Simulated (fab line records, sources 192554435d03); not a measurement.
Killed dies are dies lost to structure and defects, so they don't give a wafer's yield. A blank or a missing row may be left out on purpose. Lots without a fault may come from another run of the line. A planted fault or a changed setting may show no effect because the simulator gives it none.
A struck lot beside a sound one | flow n5_finfet | 40 steps out of a route of 1938
Sound: wafers L825.2, L825.4, L825.6. Struck: wafers L832.3, L832.5, L832.6. The cause comes at the end.
At each step with rows: each side's tool, then ch and its chambers, then its first start. Under that, the readings that differ: sound wafers | struck wafers | difference of the means | sigmas: that difference in standard deviations of wafers without a fault.
alike: readings whose means differ by less than 2 such deviations, and words and numbers that are the same on both sides. not compared: withheld readings, readings that some wafer has no value for, bounds like >300 that may hide the same value, and numbers for which the record gives no deviation and whose values overlap.
The two part at a step that has a row with sigmas, a row that says differs or no value, or rows on one side only. Numbers that don't overlap but have no deviation are shown without sigmas and don't part them. A reading that every wafer of one side lacks parts them only if that side has two wafers or more.

first, 8 steps without rows for these wafers: N5_BEOL_M2_ANNEAL_51 (time 90 s); N5_BEOL_M2_CMP_52 (polishes, stops on SiOC, t overpolish 6.8 s, target thk 40 nm); N5_BEOL_M2_PRE_CLEAN_60 (time 15 s); N5_BEOL_M2_CO_CAP_55 (material Co, precursor CCTBA/H2, target thk 2 nm, time 102.1 s); N5_BEOL_M2_PRE_CLEAN_56 (time 15 s); N5_BEOL_M2_DEP_57 (deposits SiCN from 3MS/NH3, target thk 8 nm, time 14 s); N5_BEOL_M3_ILD_DEP_00 (deposits SiOC from DEMS/O2, target thk 79 nm, time 15.3 s); N5_BEOL_M3_PECVD_72 (deposits SiO2 from TEOS/O2, target thk 16 nm, time 18 s).
N5_BEOL_M3_HM_DEP_02: deposits TiN, target thk 20 nm.
  sound on pvd_sputter-01, day 9 22:10; struck on pvd_sputter-01, day 11 21:01
  reading                                    | sound          | struck         | difference | sigmas
  model.TiN_of_BEOL_M3_HM_DEP_02.thk_nm (nm) | 20.2 20.2 20.2 | 34.6 34.6 34.6 | +14.4      |
  alike: throttle_valve_pct
then, 16 steps without rows for these wafers: N5_BEOL_M3_COAT_61 (time 60 s, resist thk 60 nm); N5_BEOL_M3_COAT_62 (time 60 s, resist thk 12 nm); N5_BEOL_M3_COAT_73 (time 60 s, resist thk 5 nm); N5_BEOL_M3_COAT_05 (resist thk 30 nm); N5_BEOL_M3_EBR_07; N5_BEOL_M3_SOFTBAKE_06 (time 60 s); N5_BEOL_M3_EXPOSE_08 (exposes mask M3); N5_BEOL_M3_PEB_09 (peb time 60 s); N5_BEOL_M3_DEVELOP_10 (develop time 30 s); N5_BEOL_M3_DESCUM_16 (chemistry O2, time 7 s); N5_BEOL_M3_ETCH_74 (etches underlayer in N2/H2, target depth 6.5 nm, time 5.2 s); N5_BEOL_M3_ETCH_63 (etches SiARC in CF4, target depth 15.6 nm, time 26 s); N5_BEOL_M3_ETCH_64 (etches SOC in N2/H2, target depth 75 nm, overetch 15 nm, time 112.5 s); N5_BEOL_M3_STRIP_65 (strips in N2/H2); N5_BEOL_M3_STRIP_75 (strips in N2/H2); N5_BEOL_M3_STRIP_66 (strips in CF4).
N5_BEOL_M3_HM_OPEN_17: chemistry Cl2/BCl3, target TiN, target depth 20 nm, overetch 6 nm.
  sound on rie_metal-01 ch 0,1, day 9 23:04; struck on rie_metal-03 ch 0,1, day 11 21:57
  reading                  | sound             | struck            | difference | sigmas
  throttle_valve_pct (%)   | 22.01 22.01 22.19 | 21.77 21.76 21.81 | -0.29      | -2
  model.etch.depth_nm (nm) | 20.11 20.21 20.24 | 26.12 26.03 25    | +5.53      |
  alike: drypump_motor_current_A, oes_product_au
  not compared: rf_hours_counter_h
then, 8 steps without rows for these wafers: N5_BEOL_M3_STRIP_19 (strips in O2); N5_BEOL_M3_COAT_67 (time 60 s, resist thk 60 nm); N5_BEOL_M3_COAT_68 (time 60 s, resist thk 12 nm); N5_BEOL_M3_COAT_76 (time 60 s, resist thk 5 nm); N5_BEOL_M3_COAT_22 (resist thk 30 nm); N5_BEOL_M3_EBR_24; N5_BEOL_M3_SOFTBAKE_23 (time 60 s); N5_BEOL_M3_EXPOSE_25 (exposes mask V2, defocus 5 nm).
N5_BEOL_M3_ETCHBACK_99: etches SiO2 in CHF3, target depth 5 nm, time 10.4 s.
  sound on rie_diel-04 ch 0,2,3, day 10 00:12; struck on rie_diel-02 ch 0,1, day 11 23:28
  reading               | sound          | struck         | difference | sigmas
  oes_product_au (a.u.) | 0.72 0.97 0.69 | 0.27 0.27 0.27 | -0.52      | -6
  alike: drypump_motor_current_A, rf_vpp_V, showerhead_plenum_p_Torr, throttle_valve_pct
  not compared: rf_hours_counter_h
N5_BEOL_M3_TRENCH_ETCH_37: etches SiOC in C4F6/O2, target depth 55.555 nm, time 29.2 s.
  sound on rie_diel-04 ch 0,2,3; struck on rie_diel-02 ch 0,1
  reading                                    | sound        | struck         | difference | sigmas
  model.TiN_of_BEOL_M3_HM_DEP_02.thk_nm (nm) | 17.8 17.8 18 | 32.4 32.2 32.4 | +14.5      |
  alike: drypump_motor_current_A, oes_product_au, rf_vpp_V, showerhead_plenum_p_Torr, throttle_valve_pct
  not compared: rf_hours_counter_h
N5_BEOL_M3_OCD_MEAS_38:
  sound on ocd-02, day 10 00:35; struck on ocd-02, day 11 23:52
  reading              | sound          | struck | difference                    | sigmas
  trench_depth_nm (nm) | 54.9 55.9 54.9 | - - -  | no value on the struck wafers |
N5_BEOL_M3_CD_MEAS_35: target cd 18 nm, target cd y 21 nm.
  sound on cd_sem-02, day 10 00:45; struck on cd_sem-01, day 12 00:01
  reading    | sound             | struck | difference                    | sigmas
  cd_nm (nm) | 18.31 18.36 18.11 | - - -  | no value on the struck wafers |
N5_BEOL_M4_RC_MEAS_101:
  the record has rows for the sound wafers here (prober-02 ch 0, day 10 21:05) and none for the struck ones
-- the record jumps here: 5 days lie between the struck wafers' starts before and after (it left off in module BEOL_M4 and takes up again in module PASSIVATION, whose first step shown is number 1936 of the route) --
N5_PASSIVATION_PROBE_49:
  the record has rows for the struck wafers here (prober-02, day 17 03:20) and none for the sound ones

WHERE THEY PART
First at N5_BEOL_M3_HM_OPEN_17; last, within this record, at N5_PASSIVATION_PROBE_49.

WHY: what the simulator had put in
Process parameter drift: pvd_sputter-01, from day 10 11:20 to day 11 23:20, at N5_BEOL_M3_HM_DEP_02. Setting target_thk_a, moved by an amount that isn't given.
